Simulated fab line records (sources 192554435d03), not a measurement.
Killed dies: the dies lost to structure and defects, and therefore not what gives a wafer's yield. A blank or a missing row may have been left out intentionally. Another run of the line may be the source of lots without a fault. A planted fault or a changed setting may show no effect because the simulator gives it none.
fab line records -- flow n5_finfet
[record] lots = 7, wafers = 39
route steps=1938 shown FIN_SAQP@98 STI_FIN_REVEAL@190 SD_EPI_N@288 MOL_CONTACT_COAG@544 BEOL_M0_CUTY@711 BEOL_M1@754 BEOL_M3@1004 BEOL_M4@1086 BEOL_M11@1536 BEOL_M12@1649 BEOL_M15@1802 PASSIVATION@1936
start_h: start of the lot's first displayed wafer, in hours after the record's first day -- wait_h: hours from the lot's prior step to this one -- " repeats the value in the row above -- L1.1+2: a single row standing in for several wafers -- - value missing, or start not given -- * or withheld: withheld -- < > ~ a bound
route shown NAME@n: names a module that has steps shown in the file, with the first one's number in the route -- usual: the fault-free wafers' mean and standard deviation -- same: alike in all rows -- chamber/n: place in a boat -- sites: each site's reading -- _std_site: the values' standard deviation -- _edge_site: mean of outer sites minus mean of inner sites -- radius_mm: for every site, how far away it sits from the centre of the wafer -- mask NAME#n: copy n -- behind: tool/chamber where the wafer was last shaped -- hold: what put the lot on hold/how long, in hours/how the hold closed -- device: transistor that didn't switch, given as n, p or np -- end of line: the tests these same wafers got at the end of their route -- a step with no rows: only its recipe -- killed: dies lost to structure and defects at the first sort, not the wafer's yield -- map: a wafer's dies, x killed, . not, _ none there
set.NAME: the setting the step ran with; set.NAME@STEP: the setting that earlier step ran with -- model.NAME: the simulator's own value behind a step, which no gauge read
lots whose settings were changed on purpose; a table a step, a row a wafer
[[steps]]
[step N5_FIN_SAQP_PECVD_47]
[recipe] material = a-Si, target_thk_a = 450, temp_c = 400, precursor = SiH4/He, pressure_torr = 3, rf_w = 100, time_s = 36.3
[step N5_STI_FIN_REVEAL_ETCHBACK_08]
[recipe] chemistry = C4F6/O2, target = SiO2, target_depth_a = 305, time_s = 10.167, ion_energy_ev = 250, pressure_mtorr = 30, source_w = 345, bias_w = 185, Ar_flow_sccm = 300, C4F6_flow_sccm = 10, O2_flow_sccm = 10
[step N5_SD_EPI_N_EPI_21]
[recipe] material = Si:P, dopant = P, temp_c = 680, pressure_torr = 255, time_s = 690
[step N5_MOL_CONTACT_COAG_ALD_20]
[recipe] material = TiN, target_thk_a = 15, temp_c = 400, ald_precursor_family = TiCl4, ald_co_reactant = NH3, pulse_time_s = 1, purge_time_s = 3, co_reactant_purge_time_s = 2, co_reactant_pulse_time_s = 2, ald_cycles = 68, pressure_torr = 3
[step N5_BEOL_M0_CUTY_DESCUM_61]
[recipe] chemistry = O2, time_s = 7.9, source_power_w = 50, bias_power_w = 20, pressure_mtorr = 20, rf_frequency_hz = 2.712e+07, temp_c = 40, resist = CAR-ArF-block, o2_flow_sccm = 225
[step N5_BEOL_M1_HM_DEP_02]
[recipe] material = TiN, target_thk_a = 200, temp_c = 25, chamber_pressure_pa = 0.49996
[step N5_BEOL_M3_SPUTTER_90]
[recipe] material = Cu, target_thk_a = 45, temp_c = -20, chamber_pressure_pa = 0.07, power_w = withheld, time_s = 8.29
[step N5_BEOL_M4_SPUTTER_79]
[step N5_BEOL_M11_ILD_DEP_00]
[recipe] material = SiCOH_lowk, target_thk_a = 3085.1, temp_c = 300, precursor = DEMS/porogen, pressure_torr = 5, rf_w = 500, time_s = 58
[step N5_BEOL_M12_SPUTTER_44]
[recipe] material = Ta, target_thk_a = 100, temp_c = 50, bias_v = 80, power_w = 15000, chamber_pressure_pa = 0.07, time_s = 16.13
[step N5_BEOL_M15_DEVELOP_27]
[recipe] develop_time_s = 45, rinse_liquid = diw, dry = air_spin, dev_temp_c = 21
[step N5_PASSIVATION_PROBE_49]
[usual] killed_at_M0_to_M3 = 37/12, sort_bin_5_function = 5.3/1, sort_n_pass = 1074/17, sort_yield_pct = 91.0/1.5
lot.wafer,tool,chamber,start_h,wait_h,set.time_s@FIN_SAQP_PECVD_47,set.target_depth_a@STI_FIN_REVEAL_ETCHBACK_08,set.time_s@SD_EPI_N_EPI_21,set.co_reactant_pulse_time_s@MOL_CONTACT_COAG_ALD_20,set.time_s@BEOL_M0_CUTY_DESCUM_61,set.target_thk_a@BEOL_M1_HM_DEP_02,set.target_thk_a@BEOL_M3_SPUTTER_90,set.target_thk_a@BEOL_M4_SPUTTER_79,set.time_s@BEOL_M11_ILD_DEP_00,set.time_s@BEOL_M12_SPUTTER_44,set.develop_time_s@BEOL_M15_DEVELOP_27,killed_at_M0_to_M3,sort_bin_5_function[%],sort_n_pass,sort_yield_pct[%]
L074.1,prober-01,-,291.42,0.0,22.69,125.7,454.7,2.653,7.9,200,27.41,45,35.27,8.734,45,29,5.3,0,0
L074.2,prober-01,-,291.47,0.1,22.69,305,690,2.653,7.9,200,45,45,58,8.734,71.38,43,7.6,1025,86.9
L074.3,prober-01,-,291.52,0.1,36.3,305,454.7,2,7.9,161,45,57.46,35.27,16.13,71.38,28,6.9,744,63.1
L074.4,prober-01,-,291.57,0.2,36.3,125.7,690,2.653,12.07,161,27.41,57.46,58,16.13,71.38,26,6.5,0,0
L074.5,prober-01,-,291.62,0.2,36.3,125.7,690,2,12.07,200,27.41,57.46,58,8.734,45,35,7.3,0,0
L074.6,prober-01,-,291.67,0.3,22.69,305,454.7,2,12.07,161,45,45,35.27,16.13,45,22,4.6,991,84.0
L075.1,prober-02,-,292.11,0.0,36.3,305,690,2,7.9,200,20.54,45,58,16.13,45,37,4.7,1078,91.4
L075.2,prober-02,-,292.16,0.1,36.3,305,690,2,7.9,200,45,23.95,58,16.13,45,49,5.6,1059,89.7
L075.3,prober-02,-,292.21,0.1,26.06,447.8,690,2,7.9,200,45,45,58,21.36,45,42,6.2,1066,90.3
L075.4,prober-02,-,292.26,0.2,26.06,305,690,2,7.9,200,45,23.95,58,21.36,24.45,31,5.3,1074,91.0
L075.5,prober-02,-,292.31,0.2,26.06,447.8,690,2,7.9,200,20.54,23.95,58,21.36,24.45,50,5.3,1053,89.2
L075.6,prober-02,-,292.36,0.3,36.3,447.8,690,2,7.9,200,20.54,45,58,16.13,24.45,47,5.4,1077,91.3
L082.1,prober-02,-,346.18,0.3,36.3,305,690,2,7.9,200,34.31,62.92,58,16.13,37.39,50,5.8,1059,89.7
L082.2,prober-02,-,346.23,0.4,36.3,305,690,2,5.762,315.7,45,62.92,70.17,8.892,45,1123,96.8,5,0.4
L082.3,prober-02,-,346.28,0.4,36.3,305,690,1.105,5.762,200,34.31,62.92,58,16.13,45,55,4.8,1075,91.1
L082.4,prober-02,-,346.33,0.5,36.3,421.9,690,1.105,7.9,200,45,45,70.17,16.13,45,44,4.8,1078,91.4
L082.5,prober-02,-,346.38,0.5,36.3,421.9,690,1.105,5.762,315.7,34.31,45,70.17,8.892,37.39,1119,96.4,1,0.1
L082.6,prober-02,-,346.43,0.6,36.3,421.9,690,2,7.9,315.7,45,45,58,8.892,37.39,1126,96.5,5,0.4
L084.4,prober-01,-,361.60,0.2,36.3,305,690,2,7.9,200,45,45,58,16.13,45,29,5.2,1080,91.5
L084.5,prober-01,-,361.65,0.2,36.3,305,690,2,7.9,200,45,45,58,16.13,45,25,4.4,1099,93.1
L084.6,prober-01,-,361.70,0.3,36.3,305,690,2,7.9,200,45,45,58,16.13,45,45,4.7,1075,91.1
L083.1,prober-02,-,374.89,0.0,53.24,305,877.6,2,4.555,200,45,45,91.45,16.13,59.45,39,96.6,0,0
L083.2,prober-02,-,374.94,0.1,36.3,305,877.6,1.647,7.9,286.8,71.81,45,91.45,25.1,59.45,460,97.2,0,0
L083.3,prober-02,-,374.99,0.1,53.24,305,877.6,1.647,4.555,200,71.81,45,58,16.13,59.45,44,6.6,1054,89.3
L083.4,prober-02,-,375.04,0.2,36.3,305,690,1.647,4.555,286.8,45,45,58,25.1,45,848,74.0,258,21.9
L083.5,prober-02,-,375.09,0.2,36.3,305,690,2,7.9,200,71.81,45,91.45,25.1,45,46,95.8,0,0
L083.6,prober-02,-,375.14,0.3,53.24,305,690,2,7.9,286.8,45,45,58,16.13,45,839,73.6,275,23.3
L094.1,prober-02,-,421.05,0.0,36.3,305,965.6,2,7.9,304.2,29.88,45,58,16.13,45,1030,90.2,75,6.4
L094.2,prober-02,-,421.10,0.1,36.3,486.8,965.6,2,5.387,200,45,45,40.87,16.13,25.7,29,6.4,1068,90.5
L094.3,prober-02,-,421.15,0.1,36.3,486.8,690,3.126,7.9,200,29.88,45,40.87,16.13,25.7,37,4.8,1077,91.3
L094.4,prober-02,-,421.20,0.2,36.3,305,690,3.126,5.387,200,45,45,58,16.13,25.7,35,5.3,1068,90.5
L094.5,prober-02,-,421.25,0.2,36.3,486.8,690,2,7.9,304.2,45,45,58,16.13,45,857,74.6,270,22.9
L094.6,prober-02,-,421.30,0.3,36.3,305,965.6,3.126,5.387,304.2,29.88,45,40.87,16.13,45,1087,94.2,27,2.3
L097.1,prober-01,-,449.80,0.0,56.31,305,690,2,7.9,200,67.02,45,58,9.706,64.89,33,4.2,1088,92.2
L097.2,prober-01,-,449.85,0.1,36.3,305,443.2,2,7.9,200,45,26.05,58,9.706,45,47,5.8,1059,89.7
L097.3,prober-01,-,449.90,0.1,36.3,305,690,2,6.584,268,67.02,26.05,37.7,9.706,45,94,9.0,1039,88.1
L097.4,prober-01,-,449.95,0.2,56.31,305,443.2,2,7.9,268,67.02,26.05,58,16.13,64.89,25,4.7,1088,92.2
L097.5,prober-01,-,450.00,0.2,56.31,305,443.2,2,6.584,268,45,45,37.7,16.13,64.89,49,6.4,1065,90.3
L097.6,prober-01,-,450.05,0.3,36.3,305,690,2,6.584,200,45,45,37.7,16.13,45,29,5.0,1084,91.9
// killed by level:class
L074.1 BEOL_M11:area_dep=95 BEOL_M4:geometric_particle:open=11 FIN_SAQP:geometric_particle:open=10 BEOL_M0_SAQP:geometric_particle:open=7 FIN_SAQP:geometric_particle:short=6 BEOL_M0_SAQP:geometric_particle:short=6 STI_FIN_REVEAL:geometric_particle:open=6 DUMMY_GATE:geometric_particle:open=5
L074.2 FIN_SAQP:geometric_particle:open=24 MOL_CONTACT_COAG:geometric_particle:open=15 GATE_CUT:geometric_particle:open=10 BEOL_M3:geometric_particle:open=10 BEOL_M4:geometric_particle:open=10 BEOL_M0_SAQP:geometric_particle:short=9 STI_FIN_REVEAL:geometric_particle:open=8 DUMMY_GATE:geometric_particle:open=8
L074.3 BEOL_M11:area_dep=309 BEOL_M4:geometric_particle:open=17 STI_FIN_REVEAL:geometric_particle:open=11 FIN_SAQP:geometric_particle:open=10 DUMMY_GATE:geometric_particle:open=10 MOL_CONTACT_COAG:geometric_particle:open=9 FIN_SAQP:geometric_particle:short=8 BEOL_M2:geometric_particle:open=8
L074.4 MOL_CONTACT_COAG:geometric_particle:open=18 BEOL_M4:geometric_particle:open=17 STI_FIN_REVEAL:geometric_particle:open=14 DUMMY_GATE:geometric_particle:open=11 FIN_SAQP:geometric_particle:open=8 FIN_SAQP:geometric_particle:short=7 BEOL_M2:geometric_particle:open=7 BEOL_M0_SAQP:geometric_particle:open=6
L074.5 FIN_SAQP:geometric_particle:open=17 FIN_SAQP:geometric_particle:short=11 BEOL_M0_SAQP:geometric_particle:short=10 BEOL_M4:geometric_particle:open=9 STI_FIN_REVEAL:geometric_particle:open=9 DUMMY_GATE:geometric_particle:open=8 BEOL_M0_SAQP:geometric_particle:open=8 MOL_CONTACT_COAG:geometric_particle:open=7
L074.6 BEOL_M11:area_dep=94 STI_FIN_REVEAL:geometric_particle:open=13 FIN_SAQP:geometric_particle:open=11 BEOL_M4:geometric_particle:open=9 MOL_CONTACT_COAG:geometric_particle:open=8 BEOL_M2:geometric_particle:open=7 DUMMY_GATE:geometric_particle:open=5 BEOL_M3:geometric_particle:open=5
L075.1 STI_FIN_REVEAL:geometric_particle:open=13 MOL_CONTACT_COAG:geometric_particle:open=8 BEOL_M0_SAQP:geometric_particle:open=8 FIN_SAQP:geometric_particle:open=7 BEOL_M0_SAQP:geometric_particle:short=7 BEOL_M4:geometric_particle:open=6 BEOL_M3:interface_void_opened=6 BEOL_M3:geometric_particle:open=5
L075.2 BEOL_M0_SAQP:geometric_particle:open=15 M8:area_ald=14 BEOL_M0_SAQP:geometric_particle:short=12 STI_FIN_REVEAL:geometric_particle:open=9 FIN_SAQP:geometric_particle:open=8 BEOL_M2:geometric_particle:open=8 GATE_CUT:geometric_particle:short=5 MOL_CONTACT_COAG:geometric_particle:open=5
L075.3 FIN_SAQP:geometric_particle:open=15 BEOL_M2:geometric_particle:open=12 STI_FIN_REVEAL:geometric_particle:open=9 MOL_CONTACT_COAG:geometric_particle:open=9 BEOL_M0_SAQP:geometric_particle:short=8 BEOL_M0_SAQP:geometric_particle:open=6 GATE_CUT:geometric_particle:open=5 BEOL_M1:geometric_particle:open=5
L075.4 STI_FIN_REVEAL:geometric_particle:open=13 FIN_SAQP:geometric_particle:open=8 BEOL_M0_SAQP:geometric_particle:open=7 BEOL_M0_SAQP:geometric_particle:short=6 MOL_CONTACT_COAG:geometric_particle:open=5 BEOL_M2:geometric_particle:open=5 GATE_CUT:geometric_particle:short=4 BEOL_M0:geometric_particle:open=4
L075.5 STI_FIN_REVEAL:geometric_particle:open=14 MOL_CONTACT_COAG:geometric_particle:open=12 BEOL_M0_SAQP:geometric_particle:open=10 BEOL_M0_SAQP:geometric_particle:short=9 FIN_SAQP:geometric_particle:open=8 FIN_SAQP:geometric_particle:short=8 GATE_CUT:geometric_particle:short=8 BEOL_M2:geometric_particle:open=7
L075.6 BEOL_M2:geometric_particle:open=11 BEOL_M0_SAQP:geometric_particle:short=10 STI_FIN_REVEAL:geometric_particle:open=7 MOL_CONTACT_COAG:geometric_particle:open=7 FIN_SAQP:geometric_particle:open=6 BEOL_M3:geometric_particle:open=6 BEOL_M0_SAQP:geometric_particle:open=5 BEOL_M8:geometric_particle:open=5
L082.1 FIN_SAQP:geometric_particle:open=18 FIN_SAQP:geometric_particle:short=17 BEOL_M3:geometric_particle:open=12 BEOL_M2:geometric_particle:open=11 BEOL_M0_SAQP:geometric_particle:short=8 BEOL_M1:geometric_particle:open=8 MOL_CONTACT_COAG:geometric_particle:open=6 BEOL_M0_SAQP:geometric_particle:open=5
L082.2 BEOL_M1:area_open=1069 BEOL_M1:geometric_particle:open=15 MOL_CONTACT_COAG:geometric_particle:open=10 BEOL_M3:geometric_particle:open=10 BEOL_M1:geometric_particle:short=8 STI_FIN_REVEAL:geometric_particle:open=7 BEOL_M0_SAQP:geometric_particle:open=7 BEOL_M2:geometric_particle:open=7
L082.3 BEOL_M0_SAQP:geometric_particle:short=16 BEOL_M2:geometric_particle:open=12 BEOL_M0_SAQP:geometric_particle:open=11 GATE_CUT:geometric_particle:short=8 BEOL_M1:geometric_particle:open=6 FIN_SAQP:geometric_particle:short=5 FIN_SAQP:geometric_particle:open=4 BEOL_M4:geometric_particle:open=4
L082.4 BEOL_M0_SAQP:geometric_particle:open=14 MOL_CONTACT_COAG:geometric_particle:open=9 BEOL_M3:geometric_particle:open=9 BEOL_M2:geometric_particle:open=8 DUMMY_GATE:geometric_particle:open=7 FIN_SAQP:geometric_particle:open=6 FIN_SAQP:geometric_particle:short=5 BEOL_M4:geometric_particle:open=5
L082.5 BEOL_M1:area_open=1080 BEOL_M0_SAQP:geometric_particle:open=14 BEOL_M0_SAQP:geometric_particle:short=13 FIN_SAQP:geometric_particle:short=10 MOL_CONTACT_COAG:geometric_particle:open=9 FIN_SAQP:geometric_particle:open=7 BEOL_M5:geometric_particle:open=6 BEOL_M7:geometric_particle:open=5
L082.6 BEOL_M1:area_open=1087 BEOL_M3:geometric_particle:open=10 STI_FIN_REVEAL:geometric_particle:open=9 DUMMY_GATE:geometric_particle:open=9 BEOL_M2:geometric_particle:open=8 BEOL_M0_SAQP:geometric_particle:open=7 FIN_SAQP:geometric_particle:short=5 MOL_CONTACT_COAG:geometric_particle:open=5
L084.4 FIN_SAQP:geometric_particle:short=17 BEOL_M0_SAQP:geometric_particle:short=10 FIN_SAQP:geometric_particle:open=9 MOL_CONTACT_COAG:geometric_particle:open=9 BEOL_M0_SAQP:geometric_particle:open=6 STI_FIN_REVEAL:geometric_particle:open=5 BEOL_M1:geometric_particle:open=5 GATE_CUT:geometric_particle:short=3
L084.5 BEOL_M0_SAQP:geometric_particle:open=12 FIN_SAQP:geometric_particle:short=8 FIN_SAQP:geometric_particle:open=7 STI_FIN_REVEAL:geometric_particle:open=7 BEOL_M3:geometric_particle:open=6 MOL_CONTACT_COAG:geometric_particle:open=6 GATE_CUT:geometric_particle:open=4 STI_FIN_REVEAL:geometric_particle:short=3
L084.6 BEOL_M0_SAQP:geometric_particle:short=13 FIN_SAQP:geometric_particle:open=10 FIN_SAQP:geometric_particle:short=10 BEOL_M0_SAQP:geometric_particle:open=9 BEOL_M3:geometric_particle:open=8 BEOL_M2:geometric_particle:open=6 GATE_CUT:geometric_particle:open=5 BEOL_M4:geometric_particle:open=5
L083.1 BEOL_M11:area_etch=1070 FIN_SAQP:geometric_particle:open=12 MOL_CONTACT_COAG:geometric_particle:open=12 BEOL_M0_SAQP:geometric_particle:short=10 BEOL_M3:geometric_particle:open=9 STI_FIN_REVEAL:geometric_particle:open=8 BEOL_M2:geometric_particle:open=7 FIN_SAQP:geometric_particle:short=5
L083.2 BEOL_M11:area_etch=652 BEOL_M1:area_open=406 BEOL_M3:geometric_particle:open=21 FIN_SAQP:geometric_particle:open=10 BEOL_M0_SAQP:geometric_particle:short=10 BEOL_M1:geometric_particle:open=8 STI_FIN_REVEAL:geometric_particle:open=7 FIN_SAQP:geometric_particle:short=6
L083.3 BEOL_M0_SAQP:geometric_particle:short=9 BEOL_M3:geometric_particle:open=8 FIN_SAQP:geometric_particle:short=7 BEOL_M0_SAQP:geometric_particle:open=7 BEOL_M1:geometric_particle:open=7 FIN_SAQP:geometric_particle:open=6 MOL_CONTACT_COAG:geometric_particle:short=6 MOL_CONTACT_COAG:geometric_particle:open=6
L083.4 BEOL_M1:area_open=805 MOL_CONTACT_COAG:geometric_particle:open=17 BEOL_M0_SAQP:geometric_particle:open=13 BEOL_M0_SAQP:geometric_particle:short=12 STI_FIN_REVEAL:geometric_particle:open=9 FIN_SAQP:geometric_particle:open=6 PASS1_DEP:geometric_particle:short=6 GATE_CUT:geometric_particle:short=6
L083.5 BEOL_M11:area_etch=1071 BEOL_M0_SAQP:geometric_particle:short=11 BEOL_M3:geometric_particle:open=10 BEOL_M0_SAQP:geometric_particle:open=8 MOL_CONTACT_COAG:geometric_particle:open=7 BEOL_M4:geometric_particle:open=6 PASS1_DEP:geometric_particle:short=5 BEOL_M2:geometric_particle:short=5
L083.6 BEOL_M1:area_open=811 BEOL_M3:geometric_particle:open=10 FIN_SAQP:geometric_particle:open=8 FIN_SAQP:geometric_particle:short=7 ILD0:geometric_particle:short=6 BEOL_M1:geometric_particle:open=6 STI_FIN_REVEAL:geometric_particle:open=5 ILD0:geometric_particle:open=5
L094.1 BEOL_M1:area_open=1004 STI_FIN_REVEAL:geometric_particle:open=15 GATE_CUT:geometric_particle:short=12 BEOL_M4:geometric_particle:open=9 BEOL_M0_SAQP:geometric_particle:open=7 MOL_CONTACT_COAG:geometric_particle:open=6 BEOL_M3:geometric_particle:open=6 FIN_SAQP:geometric_particle:open=5
L094.2 BEOL_M4:geometric_particle:open=18 MOL_CONTACT_COAG:geometric_particle:open=16 FIN_SAQP:geometric_particle:short=7 GATE_CUT:geometric_particle:open=7 STI_FIN_REVEAL:geometric_particle:open=5 DUMMY_GATE:geometric_particle:open=5 BEOL_M0_SAQP:geometric_particle:open=5 BEOL_M2:geometric_particle:short=5
L094.3 MOL_CONTACT_COAG:geometric_particle:open=10 BEOL_M4:geometric_particle:open=10 BEOL_M0_SAQP:geometric_particle:open=7 BEOL_M2:geometric_particle:open=7 STI_FIN_REVEAL:geometric_particle:open=5 GATE_CUT:geometric_particle:short=5 BEOL_M1:geometric_particle:open=5 BEOL_M3:geometric_particle:open=5
L094.4 FIN_SAQP:geometric_particle:short=13 BEOL_M4:geometric_particle:open=13 BEOL_M2:geometric_particle:open=10 STI_FIN_REVEAL:geometric_particle:open=8 FIN_SAQP:geometric_particle:open=6 MOL_CONTACT_COAG:geometric_particle:open=6 GATE_CUT:geometric_particle:short=5 DUMMY_GATE:geometric_particle:open=4
L094.5 BEOL_M1:area_open=821 GATE_CUT:geometric_particle:short=9 MOL_CONTACT_COAG:geometric_particle:open=7 BEOL_M2:geometric_particle:open=7 FIN_SAQP:geometric_particle:short=6 BEOL_M0_SAQP:geometric_particle:short=6 BEOL_M0:geometric_particle:open=5 BEOL_M3:geometric_particle:open=5
L094.6 BEOL_M1:area_open=1059 MOL_CONTACT_COAG:geometric_particle:open=9 FIN_SAQP:geometric_particle:open=7 STI_FIN_REVEAL:geometric_particle:open=7 BEOL_M3:geometric_particle:open=6 GATE_CUT:geometric_particle:short=6 BEOL_M4:geometric_particle:open=6 BEOL_M0_SAQP:geometric_particle:short=5
L097.1 MOL_CONTACT_COAG:geometric_particle:open=18 BEOL_M2:geometric_particle:open=14 BEOL_M0_SAQP:geometric_particle:short=6 DUMMY_GATE:geometric_particle:open=5 FIN_SAQP:geometric_particle:short=4 DUMMY_GATE:geometric_particle:short=4 BEOL_M0_SAQP:geometric_particle:open=4 BEOL_M3:geometric_particle:open=4
L097.2 MOL_CONTACT_COAG:geometric_particle:open=18 BEOL_M2:geometric_particle:open=18 FIN_SAQP:geometric_particle:short=14 DUMMY_GATE:geometric_particle:open=8 BEOL_M3:geometric_particle:open=7 BEOL_M0_SAQP:geometric_particle:open=6 BEOL_M0:geometric_particle:open=5 FIN_SAQP:geometric_particle:open=4
L097.3 BEOL_M1:area_open=74 BEOL_M2:geometric_particle:open=13 GATE_CUT:geometric_particle:short=6 MOL_CONTACT_COAG:geometric_particle:open=5 BEOL_M11:area_dep=5 STI_FIN_REVEAL:geometric_particle:open=4 DUMMY_GATE:geometric_particle:open=3 MOL_CONTACT_COAG:geometric_particle:short=3
L097.4 MOL_CONTACT_COAG:geometric_particle:open=16 BEOL_M1:area_open=11 FIN_SAQP:geometric_particle:short=7 BEOL_M2:geometric_particle:open=5 FIN_SAQP:geometric_particle:open=4 BEOL_M6:geometric_particle:open=4 STI_FIN_REVEAL:geometric_particle:open=3 DUMMY_GATE:geometric_particle:short=3
L097.5 MOL_CONTACT_COAG:geometric_particle:open=17 BEOL_M1:area_open=14 DUMMY_GATE:geometric_particle:open=7 BEOL_M3:geometric_particle:open=7 BEOL_M0:geometric_particle:open=6 BEOL_M2:geometric_particle:open=6 BEOL_M11:area_dep=6 BEOL_M2:geometric_particle:short=5
L097.6 MOL_CONTACT_COAG:geometric_particle:open=16 DUMMY_GATE:geometric_particle:open=12 BEOL_M2:geometric_particle:open=10 BEOL_M0:geometric_particle:short=5 BEOL_M3:geometric_particle:open=5 MOL_CONTACT_COAG:geometric_particle:short=4 BEOL_M4:geometric_particle:open=4 FIN_SAQP:geometric_particle:open=3
[[key]]
[split] step = N5_FIN_SAQP_PECVD_47, setting = time_s, stated_as = 36.3
response none clear
[split] step = N5_STI_FIN_REVEAL_ETCHBACK_08, setting = target_depth_a, stated_as = 305
response none clear
[split] step = N5_SD_EPI_N_EPI_21, setting = time_s, stated_as = 690
response none clear
[split] step = N5_MOL_CONTACT_COAG_ALD_20, setting = co_reactant_pulse_time_s, stated_as = 2
response none clear
[split] step = N5_BEOL_M0_CUTY_DESCUM_61, setting = time_s, stated_as = 7.9
response none clear
[split] step = N5_BEOL_M1_HM_DEP_02, setting = target_thk_a, stated_as = 200
[response] step = N5_PASSIVATION_PROBE_49, reading = killed_at_M0_to_M3, slope = +14.1, per = 1%, together_with = all, explained = 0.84
[response] step = N5_PASSIVATION_PROBE_49, reading = sort_bin_5_function, slope = +1.08, per = 1%, together_with = all, explained = 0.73
[response] step = N5_PASSIVATION_PROBE_49, reading = sort_n_pass, slope = -13.3, per = 1%, together_with = all, explained = 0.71
[response] step = N5_PASSIVATION_PROBE_49, reading = sort_yield_pct, slope = -1.13, per = 1%, together_with = all, explained = 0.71
[split] step = N5_BEOL_M3_SPUTTER_90, setting = target_thk_a, stated_as = 45
response none clear
[split] step = N5_BEOL_M4_SPUTTER_79, setting = target_thk_a, stated_as = 45
response none clear
[split] step = N5_BEOL_M11_ILD_DEP_00, setting = time_s, stated_as = 58
response none clear
[split] step = N5_BEOL_M12_SPUTTER_44, setting = time_s, stated_as = 16.13
response none clear
[split] step = N5_BEOL_M15_DEVELOP_27, setting = develop_time_s, stated_as = 45
response none clear
